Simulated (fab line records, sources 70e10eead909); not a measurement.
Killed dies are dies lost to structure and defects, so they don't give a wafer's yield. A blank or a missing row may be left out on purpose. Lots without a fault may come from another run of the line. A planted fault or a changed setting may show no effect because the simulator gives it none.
Which tool did it? | flow nand_harc | 13 lots, 39 wafers sampled, at 5 steps of a route of 1159

WHAT THE GAUGES READ, wafer by wafer
NHARC_A_CONTACT_CD_MEAS_80. Usual: cd_nm 189.8 nm, standard deviation 0.58.
lot  | measured     | on        | cd_nm (nm)        | flag
L762 | day 16 11:44 | cd_sem-02 | 189.4 189.7 189.8 |
L765 | day 17 14:18 | cd_sem-02 | 189.9 189.6 189.6 |
L764 | day 17 14:40 | cd_sem-03 | 190.1 191.4 190.4 |
L763 | day 17 20:10 | cd_sem-01 | 190.6 190.3 189.9 |
L769 | day 18 18:27 | cd_sem-03 | 190.0 190.2 189.9 |
L775 | day 20 03:01 | cd_sem-02 | 190.1 190.2 189.8 |
L778 | day 20 08:33 | cd_sem-03 | 189.5 189.8 189.6 |
L774 | day 20 09:50 | cd_sem-02 | 189.5 189.1 189.3 |
L779 | day 20 12:05 | cd_sem-02 | 190.8 191.2 191.3 |
L780 | day 21 08:10 | cd_sem-03 | 190.8 190.0 190.5 |
L784 | day 22 00:37 | cd_sem-01 | 190.3 190.5 190.3 |
L783 | day 22 10:46 | cd_sem-01 | 190.4 189.9 189.9 |
L785 | day 22 16:23 | cd_sem-03 | 189.5 189.4 189.5 |

NHARC_A_CONTACT_INSPECT_10. Usual: raw_defect_count 31, standard deviation 14.
lot  | measured     | on                | raw_defect_count | flag
L762 | day 16 15:42 | defect_inspect-01 | 20 22 18         |
L765 | day 17 17:15 | defect_inspect-01 | 10 17 15         |
L764 | day 17 18:00 | defect_inspect-02 | 18 19 21         |
L763 | day 18 01:22 | defect_inspect-01 | 22 20 23         |
L769 | day 18 22:05 | defect_inspect-01 | 26 20 25         |
L775 | day 20 06:26 | defect_inspect-01 | 24 34 37         |
L778 | day 20 16:20 | defect_inspect-02 | 44 35 34         |
L774 | day 20 19:32 | defect_inspect-02 | 27 36 30         |
L779 | day 20 20:12 | defect_inspect-01 | 42 33 36         |
L780 | day 21 11:16 | defect_inspect-01 | 63 48 60         |
L784 | day 22 04:40 | defect_inspect-02 | 39 44 33         |
L783 | day 22 14:56 | defect_inspect-02 | 66 47 63         |
L785 | day 22 19:31 | defect_inspect-01 | 32 49 47         |

NHARC_END_SORT_01. Usual: killed_at_array 28, standard deviation 10; killed_at_other 0.5, standard deviation 0.82; killed_at_periphery 3.4, standard deviation 2.2; killed_dies 31, standard deviation 10; killed_open 3.4, standard deviation 1.9; killed_short 1.9, standard deviation 1.3.
lot  | measured     | on        | killed_at_array | killed_at_other | killed_at_periphery | killed_dies | killed_open | killed_short | flag
L775 | day 22 11:24 | prober-01 | 673 672 672     | 0 0 1           | 4 5 4               | 677 677 677 | 3 0 4       | 1 2 2        | OFF
L774 | day 24 03:14 | prober-02 | 673 673 674     | 0 0 0           | 4 4 3               | 677 677 677 | 3 7 7       | 1 3 4        | OFF

WHICH TOOL RAN EACH LOT (tool, then ch and the chambers of the sampled wafers, then the start)
lot  | NHARC_A_CONTACT_ETCH_89                       | NHARC_A_CONTACT_ETCH_134
L762 | rie_diel-07 ch 0,1,3, day 16 16:51 or earlier | har_cap_etch-01 ch 0,1, day 16 16:51
L765 | rie_diel-02 ch 1,2,3, day 17 18:45 or earlier | har_cap_etch-03 ch 0,1, day 17 18:45
L764 | rie_diel-07 ch 0,1,2, day 17 19:08 or earlier | har_cap_etch-01 ch 0,1, day 17 19:08
L763 | rie_diel-02 ch 1,2,3, day 18 02:27 or earlier | har_cap_etch-02 ch 0,1, day 18 02:27
L769 | rie_diel-07 ch 0,1,2, day 18 23:09 or earlier | har_cap_etch-02 ch 0,1, day 18 23:09
L775 | rie_diel-06 ch 0,3, day 20 07:33 or earlier   | har_cap_etch-03 ch 0,1, day 20 07:33
L778 | rie_diel-06 ch 0,1,3, day 20 17:35 or earlier | har_cap_etch-02 ch 1, day 20 17:35
L774 | rie_diel-02 ch 1,2,3, day 20 20:40 or earlier | har_cap_etch-03 ch 1, day 20 20:40
L779 | rie_diel-07 ch 0,2,3, day 20 21:17 or earlier | har_cap_etch-01 ch 0,1, day 20 21:17
L780 | rie_diel-06 ch 1,2,3, day 21 12:34 or earlier | har_cap_etch-01 ch 0,1, day 21 12:34
L784 | rie_diel-06 ch 2,3, day 22 05:55 or earlier   | har_cap_etch-02 ch 0,1, day 22 05:55
L783 | rie_diel-06 ch 1,2, day 22 16:14 or earlier   | har_cap_etch-01 ch 0,1, day 22 16:14
L785 | rie_diel-06 ch 1,2, day 22 20:46 or earlier   | har_cap_etch-03 ch 0,1, day 22 20:46
- NHARC_A_CONTACT_ETCH_89: etches the open film in N2/H2, target depth 260 nm, time 475.3 s.
- NHARC_A_CONTACT_ETCH_134: etches the open film in C4F8/O2/Ar, time 140 s, target depth 700 nm.

WHAT THE TOOLS THEMSELVES READ (means of the sampled wafers that have a number; where no wafer has one, the mark that the record gives instead)
NHARC_A_CONTACT_ETCH_89. Usual: bias_w 150.1 W, standard deviation 0.45; chamber_pressure_mTorr 29.997 mTorr, standard deviation 0.026; drypump_motor_current_A 5.9 A, standard deviation 0.32; oes_product_au 1.002 a.u., standard deviation 0.0094; rf_vpp_V 431.2 V, standard deviation 2.4; showerhead_plenum_p_Torr 2.07 Torr, standard deviation 0.082; throttle_valve_pct 14.170 %, standard deviation 0.0081.
lot  | tool        | bias_w (W) | chamber_pressure_mTorr (mTorr) | drypump_motor_current_A (A) | oes_product_au (a.u.) | rf_vpp_V (V) | showerhead_plenum_p_Torr (Torr) | throttle_valve_pct (%) | flag
L762 | rie_diel-07 | 150.3      | 29.964                         | 5.9                         | 1.006                 | 430.7        | 2.05                            | 14.169                 |
L765 | rie_diel-02 | 150.0      | 29.983                         | 5.7                         | 1.002                 | 429.4        | 2.00                            | 14.169                 |
L764 | rie_diel-07 | 150.2      | 30.019                         | 5.9                         | 1.001                 | 432.1        | 2.11                            | 14.179                 |
L763 | rie_diel-02 | 150.0      | 29.987                         | 5.6                         | 1.002                 | 429.9        | 2.00                            | 14.164                 |
L769 | rie_diel-07 | 150.1      | 30.004                         | 5.9                         | 1.003                 | 432.0        | 2.11                            | 14.164                 |
L775 | rie_diel-06 | 150.1      | 29.987                         | 6.2                         | 1.000                 | 431.9        | 2.08                            | 14.174                 |
L778 | rie_diel-06 | 150.1      | 29.973                         | 6.2                         | 1.006                 | 432.5        | 2.10                            | 14.168                 |
L774 | rie_diel-02 | 150.3      | 29.962                         | 5.6                         | 1.004                 | 429.5        | 1.99                            | 14.174                 |
L779 | rie_diel-07 | 150.0      | 29.997                         | 6.0                         | 0.998                 | 430.7        | 2.04                            | 14.165                 |
L780 | rie_diel-06 | 149.8      | 29.979                         | 5.8                         | 1.008                 | 432.9        | 2.12                            | 14.182                 |
L784 | rie_diel-06 | 149.8      | 30.008                         | 5.7                         | 1.002                 | 431.1        | 2.08                            | 14.179                 |
L783 | rie_diel-06 | 150.0      | 30.000                         | 5.6                         | 1.010                 | 432.4        | 2.09                            | 14.164                 |
L785 | rie_diel-06 | 149.7      | 30.009                         | 5.8                         | 1.008                 | 433.3        | 2.14                            | 14.172                 |

NHARC_A_CONTACT_ETCH_134. Usual: chamber_pressure_mTorr 19.999 mTorr, standard deviation 0.02; oes_air_line_au 1.001 a.u., standard deviation 0.02.
lot  | tool            | chamber_pressure_mTorr (mTorr) | oes_air_line_au (a.u.) | flag
L762 | har_cap_etch-01 | 19.997                         | 0.998                  |
L765 | har_cap_etch-03 | 19.993                         | 1.011                  |
L764 | har_cap_etch-01 | 19.994                         | 0.989                  |
L763 | har_cap_etch-02 | 19.992                         | 0.969                  |
L769 | har_cap_etch-02 | 20.000                         | 0.978                  |
L775 | har_cap_etch-03 | -                              | -                      | OFF
L778 | har_cap_etch-02 | 20.009                         | 1.022                  |
L774 | har_cap_etch-03 | -                              | -                      | OFF
L779 | har_cap_etch-01 | 20.013                         | 1.001                  |
L780 | har_cap_etch-01 | 20.004                         | 1.014                  |
L784 | har_cap_etch-02 | 19.976                         | 0.992                  |
L783 | har_cap_etch-01 | 20.009                         | 1.012                  |
L785 | har_cap_etch-03 | 20.005                         | 1.006                  |

THE ANSWER, worked out from the rows above alone
Rule: a lot is off if the mean of its wafers that have a number lies more than 3 standard deviations from the usual mean. A lot without any number at a reading at which 4 lots or more have one is off too. The other lots that the step has rows for count as sound. The gauges are gone through in route order, then the tools' own readings, and for those a lot's mean is taken as printed above. The first step at which some lot is off is used, and at that step the reading that is off furthest; a lot without a number counts as furthest.
Off: L775, L774, at NHARC_END_SORT_01 (killed_dies). Neither off nor sound, because the step has no rows for them: L762, L765, L764, L763, L769, L778, L779, L780, L784, L783, L785.
A tool fits if, at a process step before that reading, it ran every lot that is off, and no sound lot after the first of them. The gauges at NHARC_END_SORT_01 aren't tried: what is off there is off at NHARC_A_CONTACT_ETCH_134 too, on other tools, and a gauge's error can't cause that. NHARC_A_CONTACT_ETCH_89 gives no start for some lots, so the hours and the order of its lots are those of NHARC_A_CONTACT_ETCH_134. One fits: har_cap_etch-03 at NHARC_A_CONTACT_ETCH_134. It ran no sound lot before its first lot that is off in this sample, so the start can't be narrowed down.

WHAT THE SIMULATOR HAD PUT IN
Skipped step whole: har_cap_etch-03, from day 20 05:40 on, at NHARC_A_CONTACT_ETCH_134. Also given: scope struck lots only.
Lots struck among those shown: L775, L774. The rule above found the same.
